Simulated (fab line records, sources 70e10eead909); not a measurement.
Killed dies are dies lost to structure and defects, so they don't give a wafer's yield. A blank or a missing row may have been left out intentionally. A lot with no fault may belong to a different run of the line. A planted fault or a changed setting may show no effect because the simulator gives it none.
Which tool was responsible?	flow nand harc	Sampling: 12 lots, 36 wafers, 2 of 1302 route steps

WHAT THE GAUGES SHOWED, per wafer
NHARC_P_GATE_CD_MEAS_33.
lot	measured	on	cd nm (nm)
L075	day 5 11:59	cd sem-02	118.8 119.8 120.0
L078	day 6 14:07	cd sem-01	118.7 118.2 119.5
L079	day 7 04:32	cd sem-02	120.3 122.6 120.9
L081	day 7 21:25	cd sem-01	123.6 121.7 120.2
L082	day 8 12:56	cd sem-02	118.7 120.1 119.2
L085	day 9 13:29	cd sem-03	118.1 123.1 118.2
L088	day 11 04:49	cd sem-01	122.6 118.0 121.2
L089	day 11 06:13	cd sem-01	119.0 121.0 123.6
L091	day 12 05:33	cd sem-01	119.0 118.1 117.4
L093	day 13 00:24	cd sem-03	121.1 120.6 122.3
L095	day 13 18:57	cd sem-03	118.5 120.2 119.2
L097	day 14 15:54	cd sem-03	119.0 118.5 119.8

EACH LOT AND THE TOOL THAT RAN IT (in order: tool; ch and the chambers of the sampled wafers; start)
lot	NHARC_P_GATE_ETCH_114
L075	rie diel-12 ch 2,3, day 5 11:59 or earlier
L078	rie diel-12 ch 1,2,3, day 6 14:07 or earlier
L079	rie diel-07 ch 0,2,3, day 7 04:32 or earlier
L081	rie diel-07 ch 1,3, day 7 21:25 or earlier
L082	rie diel-07 ch 1,3, day 8 12:56 or earlier
L085	rie diel-07 ch 0,1,2, day 9 13:29 or earlier
L088	rie diel-07 ch 1,2, day 11 04:49 or earlier
L089	rie diel-03 ch 0,3, day 11 06:13 or earlier
L091	rie diel-03 ch 0,2,3, day 12 05:33 or earlier
L093	rie diel-12 ch 0,1,2, day 13 00:24 or earlier
L095	rie diel-03 ch 0,1, day 13 18:57 or earlier
L097	rie diel-03 ch 1,2, day 14 15:54 or earlier
- NHARC_P_GATE_ETCH_114: etches the open film in CF4/O2, target depth 30 nm, overetch 3 nm, time 16.5 s.

THE ANSWER, worked out from the rows above alone
Rule: what is usual is taken from the lots themselves. The widest of any qualifying gaps counts: lots, ordered by their means at a reading, are off when they make up no more than a third of the lots, leave a main group of 4 or more, and stand apart from it by 3 or more times the standard deviation of that group's means. The tables above print the reading to a certain number of digits; a main group whose means all agree to those digits is not used. Also off: a lot with no number at a reading for which 4 or more lots have one. Where the step has rows for the other lots, those lots are counted as sound.
Nothing can be told from this: no lot is off at any reading shown.

WHAT THE SIMULATOR HAD PUT IN
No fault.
